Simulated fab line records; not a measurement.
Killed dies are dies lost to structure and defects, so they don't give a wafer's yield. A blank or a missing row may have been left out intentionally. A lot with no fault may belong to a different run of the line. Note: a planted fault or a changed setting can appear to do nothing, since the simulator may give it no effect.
The same fault as seen by 3 desks	flow n5-finfet	numbers are kept per desk, each desk with only its own; the story behind them comes last

== THE DEFECT DESK ==
Inspection counts along the route, by lot: the mean over sampled wafers that carry a number. The brackets show how far a lot's mean lies from the usual mean; more than 4 standard deviations puts the lot out of limits, marked OUT.
Columns: A = raw-defect-count at N5_BEOL_M12_INSPECT_30, usual 1.9
lot	first seen here	A
L264	day 11 18:23	2.0
L265	day 11 18:44	2.3
L268	day 13 19:04	2.7
L267	day 14 01:02	1.7
L272	day 15 12:40	2.0
L273	day 15 21:37	1.7
L277	day 16 10:20	2.7
L279	day 16 18:53	0.7
L266	day 16 19:41	3.3
L280	day 17 04:14	2.0
L281	day 17 20:33	2.0
L282	day 18 00:02	1.7
L285	day 18 04:56	1.3
L284	day 18 08:38	1.0
This desk found nothing out of limits on any of the 14 lots.

== AT THE TOOL OWNER'S DESK: pecvd-03 ==
The tool's own readings at N5_BEOL_M13_ILD_DEP_00 (deposits SiOC from DEMS/O2, target thk 837.92 nm, time 166.4 s): means of the sampled wafers that have a number, for each lot that ran on this tool. The brackets show how far a lot's mean lies from the usual mean; more than 4 standard deviations puts the lot out of limits, marked OUT.
Columns: A = heater-power-w at N5_BEOL_M13_ILD_DEP_00, usual 506 W; B = showerhead-plenum-p-Torr at N5_BEOL_M13_ILD_DEP_00, usual 5.696 Torr; C = throttle-valve-pct at N5_BEOL_M13_ILD_DEP_00, usual 12.0 %
lot	first seen here	A	B	C
L268	day 14 00:01	483	5.692	12.2
L267	day 14 04:55	446	5.685	11.8
L272	day 15 19:40	505	5.696	11.8
L266	day 16 23:19	449	5.701	12.0
L281	day 18 01:06	464	5.690	11.9
This desk found nothing out of limits on any of the 5 lots.

== THE METROLOGY DESK ==
Means of the sampled wafers that have a number, per lot and without regard to the tool the lot ran on: this is what the gauges read. The brackets show how far a lot's mean lies from the usual mean; more than 4 standard deviations puts the lot out of limits, marked OUT.
Columns: A = M13_ILD_THK at N5_BEOL_M13_THK_MEAS_01, usual 834 nm; B = trench-depth-nm at N5_BEOL_M13_OCD_MEAS_35, usual 413 nm
lot	first seen here	A	B
L264	day 11 20:53	836	412
L265	day 11 23:35	840	411
L268	day 14 00:11	839	408
L267	day 14 05:01	835	408
L272	day 15 19:49	786 (-4.8) OUT	354 (-6.1) OUT
L273	day 16 03:29	821	409
L277	day 16 16:59	825	419
L279	day 16 22:27	844	405
L266	day 16 23:29	789 (-4.5) OUT	358 (-5.7) OUT
L280	day 17 07:13	831	418
L281	day 18 01:19	841	413
L282	day 18 04:49	832	416
L285	day 18 07:54	836	417
L284	day 18 15:49	839	413
Per this desk, out of limits: L266, L272; the first was L272, day 15 19:49 (M13_ILD_THK at N5_BEOL_M13_THK_MEAS_01). L264, L265, L268, L267, L273, L277, L279, L280, L281, L282, L285, L284 stayed within limits.

== TAKEN TOGETHER ==
At day 15 19:49 the metrology desk could have sounded an alarm, on L266, L272.
Nothing the defect desk looked at was out of limits.
Nothing out of limits was seen by the tool owner's desk.
The defect desk has L266, L272 on record, within its limits.
The tool owner's desk has L266, L272 on record, within its limits.
Every lot named ran N5_BEOL_M13_ILD_DEP_00 on pecvd-03.

== WHAT THE SIMULATOR HAD INSERTED ==
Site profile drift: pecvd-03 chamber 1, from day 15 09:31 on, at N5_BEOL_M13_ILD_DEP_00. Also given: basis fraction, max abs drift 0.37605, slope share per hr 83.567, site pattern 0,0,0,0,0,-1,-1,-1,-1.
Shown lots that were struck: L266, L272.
Delay in hours, fault start to first out-of-limits reading, per desk: metrology desk 10.
